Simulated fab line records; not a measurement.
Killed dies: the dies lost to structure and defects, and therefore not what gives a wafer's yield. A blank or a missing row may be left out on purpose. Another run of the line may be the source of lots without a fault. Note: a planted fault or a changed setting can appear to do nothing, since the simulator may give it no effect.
Split-lot experiment	flow n5 finfet	7 lots, 21 wafers read, on a route of 1938 steps

## ON THE SPLIT
At N5_BEOL_M10_EXPOSE_08 (exposes mask M10), the setting dose mj was moved away from the recipe's 53.75 on 6 of the 21 wafers read, by -6.3% to +4.1%. This setting was run at the recipe's value on the other wafers.

## FROM THE SPLIT TO THE READING: what the file shows between them, 2 steps
- N5_BEOL_M10_PEB_09: peb time 60 s
- N5_BEOL_M10_DEVELOP_10: develop time 30 s

## THE READING
Shown in nm: cd nm at N5_BEOL_M10_CD_MEAS_11, with target cd 64.1 nm. A value of 64.1 nm with a standard deviation of 0.53 nm is what fault-free wafers of this fab line usually give.

wafer	tool, chamber at the split	dose mj as run	against the recipe	cd nm, nm	against lot-mates on the recipe
L075.1	arfi scanner-01, 0	52.2	-2.9%	62.1	-1.6
L075.3	arfi scanner-01, 0	52.2	-2.9%	62.6	-1.1
L075.6	arfi scanner-01, 0	53.75	recipe	63.7	-
L074.2	arfi scanner-01, 0	53.75	recipe	64.5	-
L074.4	arfi scanner-01, 0	53.75	recipe	65.2	-
L074.6	arfi scanner-01, 0	53.75	recipe	65.4	-
L077.3	arfi scanner-01, 0	55.42	+3.1%	65.6	+1.9
L077.4	arfi scanner-01, 0	53.75	recipe	64.0	-
L077.6	arfi scanner-01, 0	53.75	recipe	63.3	-
L082.1	arfi scanner-01, 0	53.75	recipe	64.8	-
L082.2	arfi scanner-01, 0	53.75	recipe	65.2	-
L082.3	arfi scanner-01, 0	53.75	recipe	64.8	-
L086.2	arfi scanner-01, 0	53.75	recipe	64.7	-
L086.5	arfi scanner-01, 0	52.46	-2.4%	62.8	-1.3
L086.6	arfi scanner-01, 0	53.75	recipe	63.5	-
L090.1	arfi scanner-03, 0	50.39	-6.3%	60.4	-3.6
L090.3	arfi scanner-03, 0	53.75	recipe	64.3	-
L090.5	arfi scanner-03, 0	53.75	recipe	63.7	-
L092.1	arfi scanner-01, 0	53.75	recipe	64.6	-
L092.4	arfi scanner-01, 0	55.93	+4.1%	66.1	+1.6
L092.5	arfi scanner-01, 0	53.75	recipe	64.4	-

THE FIT
A straight line over all 21 wafers: cd nm changes by +0.576 nm for each +1% of dose mj; r = +0.90; the points scatter about the line by 0.61 nm.
The same after taking each lot's own level away (the mean of its wafers on the recipe; 21 wafers): +0.524 nm for each +1%; r = +0.95; scatter 0.35 nm.
On that fit, the largest move of dose mj shifts the reading by 3.3 nm.
The lots' own levels span 63.65 to 65.03 nm, that is 2.6 times the standard deviation above.
Hence the lot-to-lot level has little effect on the slope; both slopes agree.
Check: with one of the wafers moved furthest among these (-6.3%) left out of the fit, the line predicts -3.02 nm for it against its lot-mates. Against them it came out at -3.6 nm.

## OTHER SPLITS ON THESE WAFERS
These wafers also went through other splits before the reading. Each is held against what the fit with the lots' levels taken away leaves over:
other split on the same wafers	wafers away from the commonest value	r with cd nm (lot level and that fit taken away)
N5_BEOL_M5_COAT_74 spin rpm	7	+0.25
N5_BEOL_M6_EXPOSE_25 dose mj	7	+0.07
N5_BEOL_M9_CMP_52 down force psi	5	-0.03
N5_BEOL_M10_ILD_DEP_00 time s	4	+0.17

## FILE'S OWN FIT
cd nm changes by +0.53 nm for each +1% of dose mj, r = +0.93.
